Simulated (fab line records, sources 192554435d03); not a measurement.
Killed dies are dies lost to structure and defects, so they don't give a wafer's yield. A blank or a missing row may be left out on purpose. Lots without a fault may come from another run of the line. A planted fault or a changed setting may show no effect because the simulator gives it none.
Chamber matching | flow n5_finfet | N5_BEOL_M0_PRE_CLEAN_131 on cvd_co-01: 3 sister chambers
The step time 15 s. 6 wafers are shown with their chamber, then 10 later ones without.

WAFERS WITH THEIR CHAMBER
wafer  | chamber | heater_power_w (W) | rf_fwd_power_W (W)
L081.4 | 0       | 103                | 296.0
L083.1 | 2       | 100                | 294.3
L083.3 | 1       | 68                 | 296.1
L083.5 | 2       | 99                 | 294.2
L086.2 | 1       | 69                 | 296.5
L086.3 | 0       | 103                | 295.1

WAFERS WITHOUT THEIR CHAMBER
wafer  | heater_power_w (W) | rf_fwd_power_W (W)
L086.5 | 100                | 295.4
L088.1 | 98                 | 297.1
L088.3 | 103                | 295.7
L088.6 | 97                 | 296.3
L094.1 | 69                 | 296.5
L094.2 | 103                | 295.8
L094.6 | 101                | 295.9
L095.2 | 99                 | 296.9
L095.3 | 70                 | 294.8
L095.6 | 100                | 295.7

WHICH CHAMBER EACH WENT THROUGH
wafer  | from the rows above     | in truth
L086.5 | 2                       | 2
L088.1 | can't be placed: 2 or 0 | 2
L088.3 | 0                       | 0
L088.6 | 2                       | 2
L094.1 | 1                       | 1
L094.2 | 0                       | 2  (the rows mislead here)
L094.6 | can't be placed: 0 or 2 | 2
L095.2 | can't be placed: 2 or 0 | 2
L095.3 | 1                       | 1
L095.6 | can't be placed: 2 or 0 | 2
Placed correctly: 5 of 10. Can't be placed from these rows: 4 (the true chamber is among the candidates in 4). Placed wrongly: 1.
How it was worked out, from the rows above alone: a wafer's distance from a chamber is the root of the sum, over the readings, of the square of ((its reading less the chamber's mean) divided by the reading's scatter). The wafer belongs to the nearest chamber; if the next one is less than 2 further off, it can't be placed. A chamber's mean is the mean of its shown wafers. The scatter: the root of (the sum of the squares of (reading less its chamber's mean) over the shown wafers, divided by (wafers less chambers)).
